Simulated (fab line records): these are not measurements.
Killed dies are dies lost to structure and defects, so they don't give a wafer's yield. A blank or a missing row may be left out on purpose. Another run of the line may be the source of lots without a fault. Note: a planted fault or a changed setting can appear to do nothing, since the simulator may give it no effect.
Matching of chambers || flow n5 finfet || N5_BEOL_M0_SAQP_MANDREL_ETCH_103 on rie si-05 has 4 sister chambers
The step etches a-Si in HBr/Cl2, stops on SiCN, target depth 45 nm, bt time 10 s, time 27 s. 16 wafers are shown with their chamber, then 8 later ones without.

## WAFERS, EACH WITH ITS CHAMBER
{"wafer": "L074.2", "chamber": 3, "drypump motor current A (A)": 5.71, "throttle valve pct (%)": 35.7, "oes product au (a.u.)": 0.676}
{"wafer": "L074.3", "chamber": 1, "drypump motor current A (A)": 5.56, "throttle valve pct (%)": 35.1, "oes product au (a.u.)": 0.676}
{"wafer": "L074.5", "chamber": 1, "drypump motor current A (A)": 5.56, "throttle valve pct (%)": 35.0, "oes product au (a.u.)": 0.677}
{"wafer": "L077.3", "chamber": 0, "drypump motor current A (A)": 5.04, "throttle valve pct (%)": 35.2, "oes product au (a.u.)": 0.678}
{"wafer": "L077.4", "chamber": 2, "drypump motor current A (A)": 5.45, "throttle valve pct (%)": 35.7, "oes product au (a.u.)": 0.671}
{"wafer": "L077.5", "chamber": 0, "drypump motor current A (A)": 5.04, "throttle valve pct (%)": 35.2, "oes product au (a.u.)": 0.671}
{"wafer": "L083.1", "chamber": 1, "drypump motor current A (A)": 5.56, "throttle valve pct (%)": 35.1, "oes product au (a.u.)": 0.665}
{"wafer": "L083.2", "chamber": 3, "drypump motor current A (A)": 5.71, "throttle valve pct (%)": 35.7, "oes product au (a.u.)": 0.680}
{"wafer": "L083.3", "chamber": 0, "drypump motor current A (A)": 5.04, "throttle valve pct (%)": 35.3, "oes product au (a.u.)": 0.676}
{"wafer": "L083.4", "chamber": 2, "drypump motor current A (A)": 5.46, "throttle valve pct (%)": 35.7, "oes product au (a.u.)": 0.672}
{"wafer": "L083.5", "chamber": 0, "drypump motor current A (A)": 5.04, "throttle valve pct (%)": 35.3, "oes product au (a.u.)": 0.682}
{"wafer": "L083.6", "chamber": 3, "drypump motor current A (A)": 5.73, "throttle valve pct (%)": 35.6, "oes product au (a.u.)": 0.686}
{"wafer": "L086.2", "chamber": 0, "drypump motor current A (A)": 5.04, "throttle valve pct (%)": 35.3, "oes product au (a.u.)": 0.669}
{"wafer": "L086.4", "chamber": 1, "drypump motor current A (A)": 5.56, "throttle valve pct (%)": 35.0, "oes product au (a.u.)": 0.683}
{"wafer": "L086.6", "chamber": 1, "drypump motor current A (A)": 5.57, "throttle valve pct (%)": 35.1, "oes product au (a.u.)": 0.667}
{"wafer": "L093.1", "chamber": 3, "drypump motor current A (A)": 5.71, "throttle valve pct (%)": 35.7, "oes product au (a.u.)": 0.690}

SIGNATURES (averages over the wafers above)
{"reading": "drypump motor current A", "chamber 0": 5.0400, "chamber 1": 5.5620, "chamber 2": 5.4550, "chamber 3": 5.7150, "scatter within a chamber": 0.00599}
{"reading": "throttle valve pct", "chamber 0": 35.260, "chamber 1": 35.060, "chamber 2": 35.700, "chamber 3": 35.675, "scatter within a chamber": 0.0512}
{"reading": "oes product au", "chamber 0": 0.67520, "chamber 1": 0.67360, "chamber 2": 0.67150, "chamber 3": 0.68300, "scatter within a chamber": 0.00613}
Rule: a wafer lies at a distance from a chamber equal to the root of the sum of squares, over the readings, of (its reading less the chamber's mean, divided by the reading's scatter). If the next closest chamber is less than 2 further off than the closest, the wafer can't be placed; otherwise it belongs to the closest. The scatter: the root of (the sum of the squares of (reading less its chamber's mean) over the shown wafers, divided by (wafers less chambers)).

## WAFERS WHOSE CHAMBER IS MISSING
{"wafer": "L093.2", "drypump motor current A (A)": 5.05, "throttle valve pct (%)": 35.3, "oes product au (a.u.)": 0.669}
{"wafer": "L093.5", "drypump motor current A (A)": 5.43, "throttle valve pct (%)": 35.7, "oes product au (a.u.)": 0.680}
{"wafer": "L096.3", "drypump motor current A (A)": 5.69, "throttle valve pct (%)": 35.7, "oes product au (a.u.)": 0.680}
{"wafer": "L096.5", "drypump motor current A (A)": 5.71, "throttle valve pct (%)": 35.7, "oes product au (a.u.)": 0.692}
{"wafer": "L096.6", "drypump motor current A (A)": 5.02, "throttle valve pct (%)": 35.3, "oes product au (a.u.)": 0.683}
{"wafer": "L097.2", "drypump motor current A (A)": 5.48, "throttle valve pct (%)": 35.7, "oes product au (a.u.)": 0.678}
{"wafer": "L097.3", "drypump motor current A (A)": 5.54, "throttle valve pct (%)": 35.0, "oes product au (a.u.)": 0.684}
{"wafer": "L097.5", "drypump motor current A (A)": 5.56, "throttle valve pct (%)": 35.0, "oes product au (a.u.)": 0.693}

## WHICH CHAMBER EACH ONE RAN IN
{"wafer": "L093.2", "from the rows above": 0, "in truth": 0}
{"wafer": "L093.5", "from the rows above": 2, "in truth": 2}
{"wafer": "L096.3", "from the rows above": 3, "in truth": 3}
{"wafer": "L096.5", "from the rows above": 3, "in truth": 3}
{"wafer": "L096.6", "from the rows above": 0, "in truth": 0}
{"wafer": "L097.2", "from the rows above": 2, "in truth": 2}
{"wafer": "L097.3", "from the rows above": 1, "in truth": 1}
{"wafer": "L097.5", "from the rows above": 1, "in truth": 1}
Correctly placed: 8 of 8. Can't be placed from these rows: 0. Number placed wrongly: 0.
